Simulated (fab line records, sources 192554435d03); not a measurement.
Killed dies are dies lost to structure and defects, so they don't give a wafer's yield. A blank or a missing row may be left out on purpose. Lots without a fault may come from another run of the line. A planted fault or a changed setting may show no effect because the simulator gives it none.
Split-lot experiment | flow n5_finfet | 7 lots, 21 wafers read, on a route of 1938 steps

THE SPLIT
At N5_SDB_ETCH_17 (etches SiARC in CF4, target depth 23.4 nm, time 39 s), the setting bias_w was moved away from the recipe's 36 W on 7 of the 21 wafers read, by -17.7% to +4.6%. The other wafers ran this setting at the recipe's value.

The reading is taken at the split's own step.

THE READING
rf_vpp_V, in V, at N5_SDB_ETCH_17 (etches SiARC in CF4, target depth 23.4 nm, time 39 s). Fault-free wafers of this fab line usually give 184.1 V, standard deviation 1.2 V.

wafer  | tool, chamber at the split | bias_w as run, W | against the recipe | rf_vpp_V, V | against lot-mates on the recipe
L076.1 | rie_diel-03, 1             | 36               | recipe             | 184.3       | -
L076.2 | rie_diel-03, 3             | 36               | recipe             | 182.4       | -
L076.6 | rie_diel-03, 3             | 36               | recipe             | 184.0       | -
L081.2 | rie_diel-03, 2             | 36               | recipe             | 184.3       | -
L081.5 | rie_diel-03, 1             | 36               | recipe             | 183.4       | -
L081.6 | rie_diel-03, 2             | 30.63            | -14.9%             | 166.5       | -17.4
L086.3 | rie_diel-02, 1             | 37.66            | +4.6%              | 191.4       | +8.3
L086.4 | rie_diel-02, 0             | 36               | recipe             | 182.1       | -
L086.5 | rie_diel-02, 1             | 36               | recipe             | 184.1       | -
L089.2 | rie_diel-02, 0             | 36               | recipe             | 182.7       | -
L089.3 | rie_diel-02, 1             | 36               | recipe             | 185.1       | -
L089.4 | rie_diel-02, 3             | 36               | recipe             | 183.6       | -
L091.3 | rie_diel-02, 3             | 36               | recipe             | 182.8       | -
L091.4 | rie_diel-02, 0             | 29.62            | -17.7%             | 160.1       | -22.7
L091.5 | rie_diel-02, 2             | 29.62            | -17.7%             | 160.7       | -22.1
L095.2 | rie_diel-05, 2             | 32.24            | -10.4%             | 171.9       | -13.3
L095.4 | rie_diel-05, 2             | 32.24            | -10.4%             | 170.8       | -14.4
L095.6 | rie_diel-05, 3             | 36               | recipe             | 185.2       | -
L097.1 | rie_diel-03, 3             | 36               | recipe             | 182.4       | -
L097.3 | rie_diel-03, 1             | 31.01            | -13.9%             | 167.5       | -15.2
L097.6 | rie_diel-03, 3             | 36               | recipe             | 183.0       | -

THE FIT
A straight line over all 21 wafers: rf_vpp_V changes by +1.25 V for each +1% of bias_w; r = +0.99; the points scatter about the line by 1.1 V.
The same after taking each lot's own level away (the mean of its wafers on the recipe; 21 wafers): +1.25 V for each +1%; r = +0.99; scatter 1.1 V.
On that fit, the largest move of bias_w shifts the reading by 22 V.
The lots' own levels span 182.70 to 185.20 V, that is 2.1 times the standard deviation above.
So the lot-to-lot level changes the slope little: the two slopes agree.
Check: with one of the wafers moved furthest among these (-17.7%) left out of the fit, the line predicts -21.8 V for it against its lot-mates. It came out at -22.7 V against them.
Tool readings at the split's step, against how far the setting was moved: rf_vpp_V r = +0.99.

OTHER SPLITS ON THESE WAFERS
These wafers also went through other splits before the reading. Each is held against what the fit with the lots' levels taken away leaves over:
other split on the same wafers     | wafers away from the commonest value | r with rf_vpp_V (lot level and that fit taken away)
N5_SD_EPI_P_PEB_07 peb_time_s      | 8                                    | -0.08
N5_SD_EPI_P_ETCH_16 target_depth_a | 8                                    | +0.32

THE FILE'S OWN FIT
rf_vpp_V changes by +1.22 V for each +1% of bias_w, r = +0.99.
